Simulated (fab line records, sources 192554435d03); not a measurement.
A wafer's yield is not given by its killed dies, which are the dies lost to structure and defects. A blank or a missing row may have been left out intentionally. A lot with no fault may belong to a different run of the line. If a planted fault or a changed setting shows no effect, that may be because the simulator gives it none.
fab line records	flow n5Finfet
record lots=7	wafers=39
route steps=1938 shown ZERO_LAYER@4 FIN_SAQP@102 SDB@373 HKMG_FIN@438 BEOL_M3@933 BEOL_M5@1112
startH: the number of hours between the record's first day and the start of the first shown wafer of the lot	waitH: hours since the lot's step before	" the same as in the row above	L1.1+2: several wafers, shown together as one row	- either no value or no given start	* or withheld: withheld	< > ~ a bound
route shown NAME@n: names a module that has steps shown in the file, with the first one's number in the route	usual: mean and standard deviation over wafers with no fault	same: alike in all rows	chamber/n: place in a boat	sites: per-site readings	_std_site: the standard deviation of these	_edge_site: mean of outer sites minus mean of inner sites	radiusMm: how far each site lies from the wafer's centre	mask NAME#n: copy n	behind: the tool/chamber that last shaped the wafer	hold: reason for holding the lot/hours on hold/outcome of the hold	device: the transistor (n, p or np) that didn't switch	end of line: at the end of the route, the tests of the same wafers	for a step that has no rows: nothing shown but its recipe	killed: dies that structure and defects cost at the first sort, which is not the same as the wafer's yield	map: the dies of a wafer, with x for killed, . for not killed, _ for no die there
set.NAME: the setting the step ran with; set.NAME@STEP: the setting that earlier step ran with	model.NAME: the simulator's own value behind a step, which no gauge read
lots run with intentionally changed settings; tables by step, rows by wafer
## steps
# step N5_ZERO_LAYER_PECVD_02
# recipe material=SiO2	targetThkA=100	tempC=400	precursor=SiH4/N2O	pressureTorr=0.75	rfW=275	timeS=6
lot.wafer	tool	chamber	startH	waitH	set.timeS	model.SiO2_of_ZERO_LAYER_PECVD_02.thkNm
L074.1	pecvd-01	1	12.28	0.0	4.869	7.994
L074.2	"	2	"	"	6	9.796
L074.3	"	0	"	"	4.869	8.141
L074.4	"	0	"	"	6	10.02
L074.5	"	1	"	"	4.869	8.004
L074.6	"	2	"	"	6	9.868
L078.1	pecvd-02	0	36.28	0.0	6	9.764
L078.2	"	1	"	"	3.118	4.922
L078.3	"	1	"	"	6	9.93
L078.4	"	0	"	"	3.118	5.215
L078.5	"	1	"	"	6	10.06
L078.6	"	0	"	"	3.118	5.194
L085.1	pecvd-01	2	78.28	0.0	4.597	7.632
L085.2	"	0	"	"	4.597	7.674
L085.3	"	1	"	"	4.597	7.392
L085.4	"	2	"	"	6	9.987
L085.5	"	0	"	"	6	10.05
L085.6	"	1	"	"	6	9.926
L086.2	pecvd-01	0	84.28	0.0	6	10.14
L086.4	"	0	"	"	6	10.18
L086.6	"	2	"	"	6	10.26
L088.1	pecvd-02	1	96.28	0.0	6	9.591
L088.2	"	0	"	"	3.506	5.767
L088.3	"	2	"	"	3.506	5.52
L088.4	"	2	"	"	6	9.721
L088.5	"	0	"	"	3.506	5.613
L088.6	"	1	"	"	6	9.771
L093.1	pecvd-01	0	126.29	0.0	3.563	5.901
L093.2	"	1	"	"	6	9.872
L093.3	"	2	"	"	6	10.07
L093.4	"	2	"	"	6	9.887
L093.5	"	1	"	"	3.563	6.018
L093.6	"	0	"	"	3.563	6.223
L096.1	pecvd-04	2	144.28	0.0	3.654	5.985
L096.2	"	1	"	"	6	9.978
L096.3	"	0	"	"	3.654	6.09
L096.4	"	1	"	"	6	10.11
L096.5	"	0	"	"	3.654	6.074
L096.6	"	2	"	"	6	10.14
# step N5_FIN_SAQP_HM_DEP_72
# recipe material=SiO2	targetThkA=120	tempC=400	precursor=SiH4/N2O	pressureTorr=0.75	rfW=275	timeS=7.2
lot.wafer	tool	chamber	startH	waitH	set.targetThkA	model.SiO2_of_FIN_SAQP_HM_DEP_72.thkNm
L074.1	pecvd-02	0	21.60	0.0	120	11.9
L074.2	"	1	"	"	93.86	9.555
L074.3	"	2	"	"	93.86	9.41
L074.4	"	2	"	"	120	12.13
L074.5	"	1	"	"	120	12.39
L074.6	"	0	"	"	93.86	9.601
L078.1	pecvd-01	1	44.67	0.0	120	11.72
L078.2	"	0	"	"	120	11.29
L078.3	"	0	"	"	120	11.65
L078.4	"	1	"	"	120	11.82
L078.5	"	0	"	"	120	11.69
L078.6	"	1	"	"	120	11.68
L085.1	pecvd-01	0	89.61	0.0	120	11.96
L085.2	"	1	"	"	120	11.99
L085.3	"	2	"	"	120	12.04
L085.4	"	2	"	"	120	12.11
L085.5+6	"	0,1	"	"	120	12.06
L086.2	pecvd-02	1	95.52	0.0	120	11.97
L086.4	"	0	"	"	120	12.28
L086.6	"	2	"	"	120	12.12
L088.1	pecvd-03	2	105.60	0.0	120	11.88
L088.2	"	1	"	"	120	11.99
L088.3	"	0	"	"	120	11.93
L088.4	"	0	"	"	120	11.95
L088.5	"	2	"	"	120	11.94
L088.6	"	1	"	"	120	12.21
L093.1	pecvd-02	2	135.15	0.0	120	11.84
L093.2	"	1	"	"	144.5	14.43
L093.3	"	0	"	"	144.5	14.32
L093.4	"	2	"	"	120	12.19
L093.5	"	1	"	"	120	12.06
L093.6	"	0	"	"	144.5	14.37
L096.1	pecvd-01	1	154.55	0.0	120	11.74
L096.2	"	0	"	"	76.72	7.188
L096.3	"	2	"	"	76.72	7.537
L096.4	"	0	"	"	76.72	7.442
L096.5	"	1	"	"	120	11.99
L096.6	"	2	"	"	120	12.07
# step N5_FIN_SAQP_COAT_49
# recipe resist=SOC	tempC=250	timeS=60	spinRpm=1500	resistThkNm=100
# step N5_FIN_SAQP_COAT_50
# recipe resist=SiARC	tempC=220	timeS=60	spinRpm=1500	resistThkNm=35
# step N5_FIN_SAQP_ETCH_52
# recipe chemistry=N2/H2	target=SOC	targetDepthA=1000	overetchA=200	maskMaterial=SiARC	tempC=40	timeS=150	ionEnergyEv=200	pressureMtorr=30	sourceW=840	biasW=150	n2FlowSccm=200	h2FlowSccm=200	ends=endPoint
# step N5_FIN_SAQP_STRIP_53
# recipe chemistry=N2/H2	tempC=40	n2FlowSccm=200	h2FlowSccm=200	rfFrequencyHz=6e+07
# step N5_FIN_SAQP_HM_OPEN_73
# recipe chemistry=CHF3/O2	target=SiO2	stopOn=a-Si	targetDepthA=120	overEtchFrac=1.8	maskMaterial=SOC	timeS=16.8	pressureMtorr=30	sourceW=650	biasW=170	Ar_flow_sccm=200	CHF3_flow_sccm=50	O2_flow_sccm=5	ionEnergyEv=200	ends=endPoint
lot.wafer	tool	chamber	startH	waitH	set.targetThkA@FIN_SAQP_HM_DEP_72	model.etch.depthNm
L074.1	rieDiel-03	3	22.23	0.0	120	11.9
L074.2	"	0	"	"	93.86	9.555
L074.3	"	2	"	"	93.86	9.41
L074.4	"	3	"	"	120	12.13
L074.5	"	2	"	"	120	12.39
L074.6	"	0	"	"	93.86	9.601
L078.1	rieDiel-03	3	45.31	0.0	120	11.72
L078.2	"	1	"	"	120	11.29
L078.3	"	2	"	"	120	11.65
L078.4	"	0	"	"	120	11.82
L078.5	"	1	"	"	120	11.69
L078.6	"	0	"	"	120	11.68
L085.1	rieDiel-03	2	90.35	0.0	120	11.96
L085.2	"	1	"	"	120	11.99
L085.3	"	3	"	"	120	12.04
L085.4	"	1	"	"	120	12.11
L085.5+6	"	2,3	"	"	120	12.06
L086.2	rieDiel-05	0	96.41	0.0	120	11.97
L086.4	"	3	"	"	120	12.28
L086.6	"	3	"	"	120	12.12
L088.1	rieDiel-05	2	106.59	0.0	120	11.88
L088.2	"	1	"	"	120	11.99
L088.3	"	3	"	"	120	11.93
L088.4	"	0	"	"	120	11.95
L088.5	"	0	"	"	120	11.94
L088.6	"	3	"	"	120	12.21
L093.1	rieDiel-03	1	135.77	0.0	120	11.84
L093.2	"	3	"	"	144.5	14.43
L093.3	"	0	"	"	144.5	14.32
L093.4	"	1	"	"	120	12.19
L093.5	"	3	"	"	120	12.06
L093.6	"	0	"	"	144.5	14.37
L096.1	rieDiel-01	0	155.17	0.0	120	11.74
L096.2	"	3	"	"	76.72	7.188
L096.3	"	2	"	"	76.72	7.537
L096.4	"	1	"	"	76.72	7.442
L096.5	"	3	"	"	120	11.99
L096.6	"	2	"	"	120	12.07
# step N5_SDB_ALD_29
# recipe material=SiNx	targetThkA=300	tempC=400	aldPrecursorFamily=SiH2I2	aldCoReactant=N2/H2-plasma	pulseTimeS=1	aldCycles=600	purgeTimeS=2	coReactantPurgeTimeS=2	pressureTorr=2
lot.wafer	tool	chamber	startH	waitH	set.aldCycles	model.SiNx_of_SDB_ALD_29.thkNm
L074.1+3	aldSin-02	0,1	65.81	0.0	898	45
L074.2	"	3	"	"	898	44.6
L074.4+5+6	"	2,1,0	"	"	600	30
L078.1+2+3+5+6	aldSin-03	2,1,3,3,0	94.94	0.3	600	30.2
L078.4	"	0	"	"	600	30.4
L085.1+6	aldSin-02	2,1	142.87	0.0	600	30
L085.2+4+5	"	3,1,0	"	"	301	15
L085.3	"	0	"	"	600	30.2
L086.2+4	aldSin-01	3,2	146.78	0.0	600	30.2
L086.6	"	2	148.13	1.4	600	30
L088.1+3+5	aldSin-01	2,3,0	154.14	0.7	600	30
L088.2+6	"	1,3	"	"	769	38.4
L088.4	"	0	"	"	769	38.6
L093.1	aldSin-02	3	183.61	0.4	600	29.8
L093.2+6	"	1	"	"	813	40.6
L093.3+5	"	2	"	"	600	30
L093.4	"	0	"	"	813	40.8
L096.1+4+5	aldSin-01	0,3,1	202.85	0.4	600	30.2
L096.2+3+6	"	1,2,0	"	"	900	45.2
# step N5_SDB_CMP_30
# recipe stopOn=poly-Si	tOverpolishS=1.54	postCmpClean=alkalineBrush	downForcePsi=4.1491	platenRpm=51.796	padVelocityMS=1.0306	targetThkNm=30
lot.wafer	tool	chamber	startH	waitH	set.aldCycles@SDB_ALD_29	model.SiNx_of_SDB_ALD_29.thkNm
L074.2	cmp-03	1	68.71	1.6	898	29.6
L074.1+3	"	2,0	"	"	898	29.2
L074.4+5+6	"	3,1,2	"	"	600	30
L078.1+3+2+5+6	cmp-03	3,1,2,3,0	97.68	1.4	600	30.2
L078.4	"	0	"	"	600	30.4
L085.1+6	cmp-01	0,1	145.60	1.4	600	30
L085.4+2+5	"	1,3,0	"	"	301	15
L085.3	"	2	"	"	600	30.2
L086.2+4	cmp-04	2,0	149.55	1.4	600	30.2
L086.6	"	2	"	"	600	30
L088.4	cmp-04	2	156.88	1.4	769	31
L088.3+1+5	"	3,1,3	"	"	600	30
L088.2	"	0	"	"	769	30
L088.6	"	2	"	"	769	30.4
L093.4	cmp-01	3	186.34	1.4	813	30.6
L093.1	"	0	"	"	600	29.8
L093.2	"	1	"	"	813	29.8
L093.3+5	"	2,3	"	"	600	30
L093.6	"	0	"	"	813	30.4
L096.3	cmp-03	1	205.59	1.4	900	27.8
L096.4+1+5	"	2,0,1	"	"	600	30.2
L096.2	"	3	"	"	900	28.8
L096.6	"	2	"	"	900	28.6
# step N5_HKMG_FIN_ETCH_35
# recipe chemistry=N2/H2	target=SOC	targetDepthA=2158	ionEnergyEv=65	biasW=5	sourceW=3000	timeS=243.4	pressureMtorr=30	n2FlowSccm=200	h2FlowSccm=200
lot.wafer	tool	chamber	startH	waitH	set.targetDepthA	model.etch.depthNm	model.HKMG_FIN.featureDepthNm	model.SOC_of_HKMG_FIN_COAT_29.thkNm
L074.1	rieDiel-03	3	74.48	0.0	2158	218.4	218.4	81.4
L074.2	"	2	"	"	2158	212	212	86.6
L074.3	"	1	"	"	2158	214.8	214.8	84.6
L074.4	"	3	"	"	2158	218.9	219	80.6
L074.5	"	2	"	"	2158	210.9	210.8	88
L074.6	"	1	"	"	2158	216.8	216.8	81.6
L078.1	rieDiel-05	3	103.96	0.0	2158	210.5	210.6	91.2
L078.2	"	2	"	"	2824	275.2	275.2	26.8
L078.3	"	1	"	"	2158	215.3	215.4	87.4
L078.4	"	0	"	"	2158	211.4	211.4	89.8
L078.5	"	0	"	"	2824	276.2	276.2	24
L078.6	"	1	"	"	2824	282.4	282.4	19.2
L085.1	rieDiel-05	1	151.23	0.0	2158	215	215	86
L085.2	"	0	"	"	3115	309.3	309.4	0
L085.3	"	3	"	"	2158	211.1	211	88.2
L085.4	"	2	"	"	3115	308.3	308.2	0
L085.5	"	1	"	"	2158	216.7	216.8	83
L085.6	"	2	"	"	3115	306.5	306.4	0
L086.2	rieDiel-01	2	155.55	0.0	2158	217.7	217.8	83
L086.4	"	3	"	"	2158	212.9	213	87.8
L086.6	"	3	"	"	2158	212.8	212.8	87.6
L088.1	rieDiel-03	1	162.82	0.0	3013	299.8	299.8	0.2
L088.2	"	3	"	"	3013	302.5	302.4	0
L088.3	"	2	"	"	2158	210.3	210.4	89.6
L088.4	"	0	"	"	2158	218.9	219	81.6
L088.5	"	3	"	"	2158	218.1	218	83
L088.6	"	0	"	"	3013	304.4	304.4	0
L093.1	rieDiel-05	0	192.33	0.0	2158	207.5	207.4	92.6
L093.2	"	1	"	"	2158	215.2	215.2	84
L093.3	"	2	"	"	2158	211	211	88.8
L093.4	"	3	"	"	2158	208.1	208.2	91
L093.5	"	0	"	"	2158	209	209	90.6
L093.6	"	3	"	"	2158	208.2	208.2	90.6
L096.1	rieDiel-05	0	211.41	0.0	2158	208.3	208.2	92
L096.2	"	3	"	"	2158	209.3	209.2	92.2
L096.3	"	2	"	"	1737	168.8	168.8	131.6
L096.4	"	0	"	"	2158	208.9	208.8	91.2
L096.5	"	2	"	"	1737	167.1	167.2	133.8
L096.6	"	3	"	"	1737	167.7	167.6	133.2
# step N5_HKMG_FIN_STRIP_92
# recipe chemistry=N2/H2	material=SOC	timeS=20	powerW=500	tempC=40	pressureMtorr=50	rfFrequencyHz=6e+07	biasPowerW=8	h2Frac=0.5	n2FlowSccm=300	h2FlowSccm=300
lot.wafer	tool	chamber	startH	waitH	set.targetDepthA@HKMG_FIN_ETCH_35	model.SOC_of_HKMG_FIN_COAT_29.thkNm	model.TiN_of_HKMG_FIN_PWFM_ALD_03.thkNm
L074.1	rieDiel-03	3	74.63	0.1	2158	71.2	2
L074.2	"	2	"	"	2158	76.6	2
L074.3	"	1	"	"	2158	74.4	2
L074.4	"	3	"	"	2158	70.2	2
L074.5	"	2	"	"	2158	78	2
L074.6	"	1	"	"	2158	71.4	2
L078.1	rieDiel-05	3	104.11	0.1	2158	81.2	2
L078.2	"	2	"	"	2824	16.6	2
L078.3	"	1	"	"	2158	77	2
L078.4	"	0	"	"	2158	79.6	2
L078.5	"	0	"	"	2824	13.8	2
L078.6	"	1	"	"	2824	8.8	2
L085.1	rieDiel-05	1	151.38	0.1	2158	75.8	2
L085.2+4+6	"	0,2,2	"	"	3115	0	0
L085.3	"	3	"	"	2158	78.2	2
L085.5	"	1	"	"	2158	72.8	2
L086.2	rieDiel-01	2	155.70	0.1	2158	72.8	2
L086.4	"	3	"	"	2158	77.8	2
L086.6	"	3	"	"	2158	77.4	2
L088.1	rieDiel-03	1	162.97	0.1	3013	0	0.2
L088.2+6	"	3,0	"	"	3013	0	0
L088.3	"	2	"	"	2158	79.6	2
L088.4	"	0	"	"	2158	71.2	2
L088.5	"	3	"	"	2158	72.6	2
L093.1	rieDiel-05	0	192.48	0.1	2158	82.6	2
L093.2	"	1	"	"	2158	74	2
L093.3	"	2	"	"	2158	78.8	2
L093.4	"	3	"	"	2158	81	2
L093.5	"	0	"	"	2158	80.8	2
L093.6	"	3	"	"	2158	80.6	2
L096.1+2	rieDiel-05	0,3	211.56	0.1	2158	82	2
L096.3	"	2	"	"	1737	121.4	2
L096.4	"	0	"	"	2158	81.2	2
L096.5	"	2	"	"	1737	123.6	2
L096.6	"	3	"	"	1737	123.2	2
# step N5_BEOL_M3_PECVD_72
# recipe material=SiO2	targetThkA=160	tempC=400	precursor=TEOS/O2	pressureTorr=5.5	rfW=450	teosFlowSccm=53.8	gas=O2	flowSccm=3000	timeS=18
lot.wafer	tool	chamber	startH	waitH	set.timeS	model.SiO2_of_BEOL_M3_PECVD_72.thkNm
L074.1+3	pecvd-04	2,1	160.08	0.0	18	16
L074.2+4	"	0,2	"	"	20.75	18.4
L074.5	"	1	"	"	18	16.2
L074.6	"	0	"	"	20.75	18.6
L078.1+3+5	pecvd-01	0,1,2	168.25	0.0	18	16
L078.2+6	"	2,0	"	"	18	16.2
L078.4	"	1	"	"	18	16.4
L085.1+2	pecvd-04	1,0	219.55	0.0	18	15.8
L085.3	"	1	"	"	18	16.4
L085.4	"	0	"	"	18	16
L085.5+6	"	0,1	"	"	18	16.2
L086.2	pecvd-01	1	224.10	0.0	18	15.8
L086.4	"	0	"	"	18	16.2
L086.6	"	2	"	"	18	16
L088.1	pecvd-03	1	232.28	0.0	24.35	21.4
L088.2+3	"	0,2	"	"	24.35	21.2
L088.4	"	0	"	"	18	15.8
L088.5+6	"	1,2	"	"	18	16
L093.1+2+6	pecvd-04	2,1,2	263.16	0.0	18	16.2
L093.3	"	0	"	"	18	16
L093.4+5	"	1,0	"	"	18	16.4
L096.1+3	pecvd-03	1,0	279.08	0.0	8.298	7.2
L096.2	"	2	"	"	18	15.4
L096.4	"	0	"	"	18	15.8
L096.5	"	2	"	"	18	16
L096.6	"	1	"	"	8.298	7.4
# step N5_BEOL_M5_ILD_DEP_00
# recipe material=SiCOH_lowk	targetThkA=1406.4	tempC=300	precursor=DEMS/porogen	pressureTorr=5	rfW=500	timeS=25.9
lot.wafer	tool	chamber	startH	waitH	set.targetThkA	model.SiCOH_lowk_of_BEOL_M5_ILD_DEP_00.thkNm
L074.1+2	pecvd-02	2,0	186.00	0.8	1406.4	139.2
L074.3	"	1	"	"	1406.4	138.6
L074.4	"	2	"	"	1406.4	140.6
L074.5	"	1	"	"	1406.4	141
L074.6	"	0	"	"	1406.4	140.4
L078.1	pecvd-03	1	192.14	0.8	1406.4	141.2
L078.2	"	2	"	"	1014	100.2
L078.3	"	0	"	"	1406.4	141
L078.4	"	2	"	"	1014	102.4
L078.5	"	0	"	"	1014	104.2
L078.6	"	1	"	"	1406.4	143.8
L085.1	pecvd-02	0	240.98	0.8	1406.4	138.2
L085.2	"	2	"	"	1406.4	137.6
L085.3	"	1	"	"	1406.4	136.2
L085.4	"	1	"	"	943.4	93.6
L085.5	"	2	"	"	943.4	95.6
L085.6	"	0	"	"	943.4	94.4
L088.1	pecvd-04	1	254.07	0.8	1060	105.6
L088.2	"	0	"	"	1406.4	138.4
L088.3	"	2	"	"	1406.4	139.4
L088.4	"	0	"	"	1060	109.2
L088.5	"	1	"	"	1406.4	140
L088.6	"	2	"	"	1060	106.2
L086.2	pecvd-03	1	257.74	0.7	1406.4	140.2
L086.4	"	2	"	"	1406.4	141.4
L086.6	"	0	"	"	1406.4	142.4
L093.1	pecvd-03	1	285.92	0.8	1870	182.8
L093.2	"	0	"	"	1406.4	138.2
L093.3	"	2	"	"	1870	183.6
L093.4	"	1	"	"	1870	188
L093.5	"	0	"	"	1406.4	141.4
L093.6	"	2	"	"	1406.4	140.6
L096.1	pecvd-03	0	303.60	0.8	1110	110.8
L096.2	"	2	"	"	1406.4	141.2
L096.3	"	1	"	"	1406.4	139.4
L096.4	"	0	"	"	1406.4	143
L096.5	"	2	"	"	1110	111.8
L096.6	"	1	"	"	1110	112.4
# step N5_BEOL_M5_CURE_79
# recipe tempC=385	timeS=240	ambient=He/Ar	material=SiCOH_lowk
lot.wafer	tool	chamber	startH	waitH	set.targetThkA@BEOL_M5_ILD_DEP_00	model.SiCOH_lowk_of_BEOL_M5_ILD_DEP_00.thkNm
L074.1+2	uvCure-01	1	186.16	0.1	1406.4	119.8
L074.3	"	1	"	"	1406.4	119.2
L074.4	"	1	"	"	1406.4	121
L074.5	"	1	"	"	1406.4	121.4
L074.6	"	1	"	"	1406.4	120.8
L078.1+3	uvCure-03	0	192.20	0.0	1406.4	121.4
L078.2	"	0	"	"	1014	86
L078.4	"	0	"	"	1014	88
L078.5	"	0	"	"	1014	89.4
L078.6	"	0	"	"	1406.4	123.8
L085.1	uvCure-01	0	241.04	0.0	1406.4	119
L085.2	"	0	"	"	1406.4	118.4
L085.3	"	0	"	"	1406.4	117.2
L085.4	"	0	"	"	943.4	80.4
L085.5	"	0	"	"	943.4	82
L085.6	"	0	"	"	943.4	81
L088.1	uvCure-01	0	254.13	0.0	1060	90.6
L088.2	"	0	"	"	1406.4	119.2
L088.3	"	0	"	"	1406.4	120
L088.4	"	0	"	"	1060	93.8
L088.5	"	0	"	"	1406.4	120.4
L088.6	"	0	"	"	1060	91.2
L086.2	uvCure-02	2	257.88	0.1	1406.4	120.6
L086.4	"	2	"	"	1406.4	121.6
L086.6	"	2	"	"	1406.4	122.6
L093.1	uvCure-02	1	285.98	0.0	1870	157.6
L093.2	"	1	"	"	1406.4	118.8
L093.3	"	1	"	"	1870	158.4
L093.4	"	1	"	"	1870	162.2
L093.5	"	1	"	"	1406.4	121.6
L093.6	"	1	"	"	1406.4	121
L096.1	uvCure-03	1	303.66	0.0	1110	95.2
L096.2	"	1	"	"	1406.4	121.4
L096.3	"	1	"	"	1406.4	120
L096.4	"	1	"	"	1406.4	123
L096.5	"	1	"	"	1110	96
L096.6	"	1	"	"	1110	96.6
# step N5_BEOL_M5_THK_MEAS_01
# recipe reads=SiCOH_lowk_of_BEOL_M5_ILD_DEP_00
# usual M5_ILD_THK=120.9/1.5
lot.wafer	tool	chamber	startH	waitH	set.targetThkA@BEOL_M5_ILD_DEP_00	M5_ILD_THK[nm]
L074.1	filmMetro-01	-	186.68	0.4	1406.4	119.9
L074.2	"	-	"	"	1406.4	119.7
L074.3	"	-	"	"	1406.4	119.2
L074.4	"	-	"	"	1406.4	120.9
L074.5	"	-	"	"	1406.4	121.2
L074.6	"	-	"	"	1406.4	120.7
L078.1	filmMetro-01	-	193.19	0.8	1406.4	121.3
L078.2	"	-	"	"	1014	86.0
L078.3	"	-	"	"	1406.4	121.4
L078.4	"	-	"	"	1014	88.0
L078.5	"	-	"	"	1014	89.4
L078.6	"	-	"	"	1406.4	123.8
L085.1	filmMetro-01	-	241.55	0.4	1406.4	118.9
L085.2	"	-	"	"	1406.4	118.5
L085.3	"	-	"	"	1406.4	117.2
L085.4	"	-	"	"	943.4	80.4
L085.5	"	-	"	"	943.4	82.1
L085.6	"	-	"	"	943.4	81.0
L088.1	filmMetro-01	-	254.64	0.4	1060	90.7
L088.2	"	-	"	"	1406.4	119.0
L088.3	"	-	"	"	1406.4	120.0
L088.4	"	-	"	"	1060	93.8
L088.5	"	-	"	"	1406.4	120.4
L088.6	"	-	"	"	1060	91.2
L086.2	filmMetro-02	-	258.32	0.4	1406.4	120.6
L086.4	"	-	"	"	1406.4	121.7
L086.6	"	-	"	"	1406.4	122.5
L093.1	filmMetro-01	-	286.50	0.4	1870	157.8
L093.2	"	-	"	"	1406.4	118.8
L093.3	"	-	"	"	1870	158.2
L093.4	"	-	"	"	1870	162.2
L093.5	"	-	"	"	1406.4	121.7
L093.6	"	-	"	"	1406.4	121.0
L096.1	filmMetro-01	-	304.17	0.4	1110	95.3
L096.2	"	-	"	"	1406.4	121.5
L096.3	"	-	"	"	1406.4	120.0
L096.4	"	-	"	"	1406.4	123.1
L096.5	"	-	"	"	1110	96.0
L096.6	"	-	"	"	1110	96.5
## key
split step=N5_ZERO_LAYER_PECVD_02	setting=timeS	stated=6	by=wafer
response step=N5_ZERO_LAYER_PECVD_02	reading=model.SiO2_of_ZERO_LAYER_PECVD_02.thkNm	change=+0.0994	per=1%	r=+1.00
split step=N5_FIN_SAQP_HM_DEP_72	setting=targetThkA	stated=120	by=wafer
response step=N5_FIN_SAQP_HM_DEP_72	reading=model.SiO2_of_FIN_SAQP_HM_DEP_72.thkNm	change=+0.123	per=1%	r=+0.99
response step=N5_FIN_SAQP_HM_OPEN_73	reading=model.etch.depthNm	change=+0.123	per=1%	r=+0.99
split step=N5_SDB_ALD_29	setting=aldCycles	stated=600	by=wafer
response step=N5_SDB_ALD_29	reading=model.SiNx_of_SDB_ALD_29.thkNm	change=+0.301	per=1%	r=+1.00
response step=N5_SDB_CMP_30	reading=model.SiNx_of_SDB_ALD_29.thkNm	shape=bent	atLowest=15	atStated=30.1	atHighest=28.4
split step=N5_HKMG_FIN_ETCH_35	setting=targetDepthA	stated=2158	by=wafer
response step=N5_HKMG_FIN_ETCH_35	reading=model.etch.depthNm	change=+2.14	per=1%	r=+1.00
response step=N5_HKMG_FIN_ETCH_35	reading=model.HKMG_FIN.featureDepthNm	change=+2.14	per=1%	r=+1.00
response step=N5_HKMG_FIN_ETCH_35	reading=model.SOC_of_HKMG_FIN_COAT_29.thkNm	change=-2.05	per=1%	r=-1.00
response step=N5_HKMG_FIN_STRIP_92	reading=model.SOC_of_HKMG_FIN_COAT_29.thkNm	change=-1.88	per=1%	r=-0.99
response step=N5_HKMG_FIN_STRIP_92	reading=model.TiN_of_HKMG_FIN_PWFM_ALD_03.thkNm	change=-0.0339	per=1%	r=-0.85
split step=N5_BEOL_M3_PECVD_72	setting=timeS	stated=18	by=wafer
response step=N5_BEOL_M3_PECVD_72	reading=model.SiO2_of_BEOL_M3_PECVD_72.thkNm	change=+0.155	per=1%	r=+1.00
split step=N5_BEOL_M5_ILD_DEP_00	setting=targetThkA	stated=1406.4	by=wafer
response step=N5_BEOL_M5_ILD_DEP_00	reading=model.SiCOH_lowk_of_BEOL_M5_ILD_DEP_00.thkNm	change=+1.35	per=1%	r=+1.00
response step=N5_BEOL_M5_CURE_79	reading=model.SiCOH_lowk_of_BEOL_M5_ILD_DEP_00.thkNm	change=+1.17	per=1%	r=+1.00
response step=N5_BEOL_M5_THK_MEAS_01	reading=M5_ILD_THK	change=+1.17	per=1%	r=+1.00
